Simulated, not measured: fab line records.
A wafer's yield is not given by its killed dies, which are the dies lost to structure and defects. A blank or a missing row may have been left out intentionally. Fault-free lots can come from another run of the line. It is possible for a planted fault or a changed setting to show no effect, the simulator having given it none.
Which tool did it? ; flow nand harc ; 11 lots with 33 wafers sampled at 5 steps, on a route of 1159 steps

WHAT THE GAUGES READ, wafer by wafer
NHARC_END_SORT_01. Usual: killed at array 26, standard deviation 8.6; killed at other 0.7, standard deviation 0.97; killed at periphery 3.2, standard deviation 2.2; killed dies 30, standard deviation 8.9; killed open 3.1, standard deviation 1.8; killed short 2.2, standard deviation 1.8.
lot;measured;on;killed at array;killed at other;killed at periphery;killed dies;killed open;killed short;flag
L459;day 22 08:11;prober-01;674 673 669;1 1 1;2 3 7;677 677 677;5 1 3;1 2 4;OFF
L458;day 22 18:18;prober-02;675 673 671;0 1 1;2 3 5;677 677 677;4 3 1;0 0 1;OFF

EACH LOT AND THE TOOL THAT RAN IT (in order: tool; ch and the chambers of the sampled wafers; start)
lot;NHARC_A_CONTACT_ETCH_50;NHARC_A_CONTACT_ETCH_120;NHARC_A_CONTACT_ETCH_121;NHARC_A_CONTACT_STRIP_55
L447;rie diel-13 ch 0,1,2, day 16 13:00 or earlier;har cap etch-01 ch 0,1, day 16 13:00;har cap etch-01 ch 0,1, day 16 13:05;rie diel-01 ch 0,1,3, day 16 14:29
L451;rie diel-13 ch 1,2,3, day 17 00:54 or earlier;har cap etch-02 ch 0,1, day 17 00:54;har cap etch-02 ch 0,1, day 17 00:59;rie diel-07 ch 1,2,3, day 17 02:25
L452;rie diel-13 ch 0,3, day 17 04:30 or earlier;har cap etch-03 ch 0,1, day 17 04:30;har cap etch-03 ch 0,1, day 17 04:35;rie diel-13 ch 1,2,3, day 17 06:17
L453;rie diel-13 ch 0,3, day 17 09:19 or earlier;har cap etch-02 ch 0,1, day 17 09:19;har cap etch-02 ch 0,1, day 17 09:26;rie diel-07 ch 0,1, day 17 10:57
L455;rie diel-01 ch 1,2, day 18 12:29 or earlier;har cap etch-01 ch 0,1, day 18 12:29;har cap etch-01 ch 0,1, day 18 12:34;rie diel-13 ch 0,1,3, day 18 13:58
L459;rie diel-13 ch 0,2,3, day 19 15:46 or earlier;har cap etch-01 ch 0,1, day 19 15:46;har cap etch-01 ch 0,1, day 19 15:51;rie diel-07 ch 1,2,3, day 19 17:49
L458;rie diel-07 ch 0,1,3, day 19 19:16 or earlier;har cap etch-03 ch 0,1, day 19 19:16;har cap etch-03 ch 0,1, day 19 19:23;rie diel-13 ch 1,2, day 19 21:01
L460;rie diel-07 ch 0,1,2, day 20 07:25 or earlier;har cap etch-01 ch 1, day 20 07:25;har cap etch-01 ch 1, day 20 07:30;rie diel-07 ch 0,3, day 20 08:55
L469;rie diel-13 ch 0,1,2, day 21 21:50 or earlier;har cap etch-02 ch 0,1, day 21 21:50;har cap etch-02 ch 0,1, day 21 21:56;rie diel-13 ch 0,1,3, day 21 23:20
L467;rie diel-07 ch 0,3, day 22 07:07 or earlier;har cap etch-03 ch 0,1, day 22 07:07;har cap etch-03 ch 0,1, day 22 07:12;rie diel-01 ch 0,2,3, day 22 09:02
L470;rie diel-07 ch 0,2,3, day 22 09:01 or earlier;har cap etch-02 ch 1, day 22 09:01;har cap etch-02 ch 1, day 22 09:07;rie diel-13 ch 1,3, day 22 10:44
- NHARC_A_CONTACT_ETCH_50: etches the open film in CF4/CHF3, target depth 84.7 nm, time 42.4 s.
- NHARC_A_CONTACT_ETCH_120: etches the open film in C4F8/O2/Ar, time 94 s, target depth 922 nm.
- NHARC_A_CONTACT_ETCH_121: etches the open film in C4F8/O2/Ar, time 94 s, target depth 922 nm.
- NHARC_A_CONTACT_STRIP_55: strips in O2.

AS READ BY THE TOOLS THEMSELVES (means over the sampled wafers that have a number; for cases with no such wafer, the mark the record gives instead)
NHARC_A_CONTACT_ETCH_50. Usual: cf4 flow sccm 100.0 sccm, standard deviation 0.31; chamber pressure mTorr 25.001 mTorr, standard deviation 0.022; drypump motor current A 5.6 A, standard deviation 0.37; mfc ar sccm 0.003 sccm, standard deviation 0.0065; oes product au 0.946 a.u., standard deviation 0.018; rf vpp V 370.7 V, standard deviation 3; showerhead plenum p Torr 1.58 Torr, standard deviation 0.087; throttle valve pct 16.802 %, standard deviation 0.0082.
lot;tool;cf4 flow sccm (sccm);chamber pressure mTorr (mTorr);drypump motor current A (A);mfc ar sccm (sccm);oes product au (a.u.);rf vpp V (V);showerhead plenum p Torr (Torr);throttle valve pct (%);flag
L447;rie diel-13;99.9;24.997;5.8;0.000;0.933;370.5;1.58;16.805;
L451;rie diel-13;100.0;25.008;5.8;0.007;0.924;370.2;1.57;16.799;
L452;rie diel-13;99.7;25.015;5.5;0.007;0.937;370.3;1.55;16.804;
L453;rie diel-13;99.9;24.989;5.4;0.015;0.923;369.3;1.54;16.800;
L455;rie diel-01;99.7;24.986;6.0;0.000;0.930;369.9;1.54;16.800;
L459;rie diel-13;100.1;24.996;5.5;0.007;0.932;372.0;1.59;16.801;
L458;rie diel-07;99.5;25.005;5.6;0.002;0.959;369.9;1.57;16.811;
L460;rie diel-07;99.9;25.032;5.4;0.000;0.954;373.0;1.65;16.799;
L469;rie diel-13;100.2;25.005;5.8;0.000;0.940;369.8;1.57;16.806;
L467;rie diel-07;100.2;24.987;5.4;0.002;0.978;370.4;1.59;16.801;
L470;rie diel-07;100.0;24.984;5.5;0.002;0.951;372.4;1.60;16.802;

NHARC_A_CONTACT_ETCH_120. Usual: chamber pressure mTorr at 20.001 mTorr, with a standard deviation of 0.018.
lot;tool;chamber pressure mTorr (mTorr);flag
L447;har cap etch-01;19.979;
L451;har cap etch-02;19.998;
L452;har cap etch-03;19.996;
L453;har cap etch-02;20.015;
L455;har cap etch-01;19.990;
L459;har cap etch-01;19.994;
L458;har cap etch-03;20.008;
L460;har cap etch-01;20.002;
L469;har cap etch-02;19.996;
L467;har cap etch-03;19.991;
L470;har cap etch-02;20.007;

NHARC_A_CONTACT_ETCH_121. Usual: chamber pressure mTorr at 20.000 mTorr, with a standard deviation of 0.018.
lot;tool;chamber pressure mTorr (mTorr);flag
L447;har cap etch-01;19.998;
L451;har cap etch-02;20.007;
L452;har cap etch-03;20.029;
L453;har cap etch-02;19.993;
L455;har cap etch-01;20.023;
L459;har cap etch-01;19.996;
L458;har cap etch-03;19.980;
L460;har cap etch-01;19.985;
L469;har cap etch-02;19.998;
L467;har cap etch-03;19.995;
L470;har cap etch-02;20.008;

NHARC_A_CONTACT_STRIP_55. Usual: chamber pressure mTorr 60.00 mTorr, standard deviation 0.057; drypump motor current A 5.7 A, standard deviation 0.36; mfc ar sccm 0.004 sccm, standard deviation 0.0073; o2 flow sccm 500.0 sccm, standard deviation 1.5; oes product au 1.004 a.u., standard deviation 0.008; rf vpp V 57.7 V, standard deviation 1; showerhead plenum p Torr 3.52 Torr, standard deviation 0.19; throttle valve pct 17.037 %, standard deviation 0.0096.
lot;tool;chamber pressure mTorr (mTorr);drypump motor current A (A);mfc ar sccm (sccm);o2 flow sccm (sccm);oes product au (a.u.);rf vpp V (V);showerhead plenum p Torr (Torr);throttle valve pct (%);flag
L447;rie diel-01;60.01;5.6;0.010;500.0;1.005;57.6;3.42;17.033;
L451;rie diel-07;59.95;5.8;0.002;499.9;1.006;57.9;3.38;17.032;
L452;rie diel-13;60.02;5.8;0.007;500.0;1.000;57.8;3.52;17.036;
L453;rie diel-07;59.96;5.3;0.000;499.2;0.999;58.2;3.68;17.031;
L455;rie diel-13;60.05;5.7;0.007;498.7;1.006;58.5;3.42;17.031;
L459;rie diel-07;-;-;-;-;-;-;-;-;OFF
L458;rie diel-13;-;-;-;-;-;-;-;-;OFF
L460;rie diel-07;59.96;5.4;0.002;500.1;1.002;58.3;3.56;17.041;
L469;rie diel-13;59.98;5.7;0.007;501.1;1.001;57.1;3.40;17.042;
L467;rie diel-01;60.02;5.8;0.010;500.2;1.000;57.3;3.47;17.042;
L470;rie diel-13;59.99;5.7;0.015;498.9;0.998;57.3;3.38;17.039;

THE ANSWER, worked out from the rows above alone
Rule: lot off if the mean of its wafers having a number is beyond 3 standard deviations from the usual mean. Also off: a lot with no number at a reading for which 4 or more lots have one. The other lots that the step has rows for count as sound. The gauges are gone through in route order, then the tools' own readings, and for those a lot's mean is taken as printed above. The first step at which some lot is off is used, and at that step the reading that is off furthest; a lot without a number counts as furthest.
Off: L459, L458 (NHARC_END_SORT_01, killed at array). Neither off nor sound, because the step has no rows for them: L447, L451, L452, L453, L455, L460, L469, L467, L470.
A tool fits if, at a process step before that reading, it ran every lot that is off, and no sound lot after the first of them. The gauges at NHARC_END_SORT_01 aren't tried: what is off there is off at NHARC_A_CONTACT_STRIP_55 too, on other tools, and a gauge's error can't cause that. With no start given for some of its lots, NHARC_A_CONTACT_ETCH_50 uses the hours and lot order of NHARC_A_CONTACT_ETCH_120. Not one of the candidates tried fits.

WHAT THE SIMULATOR HAD INSERTED
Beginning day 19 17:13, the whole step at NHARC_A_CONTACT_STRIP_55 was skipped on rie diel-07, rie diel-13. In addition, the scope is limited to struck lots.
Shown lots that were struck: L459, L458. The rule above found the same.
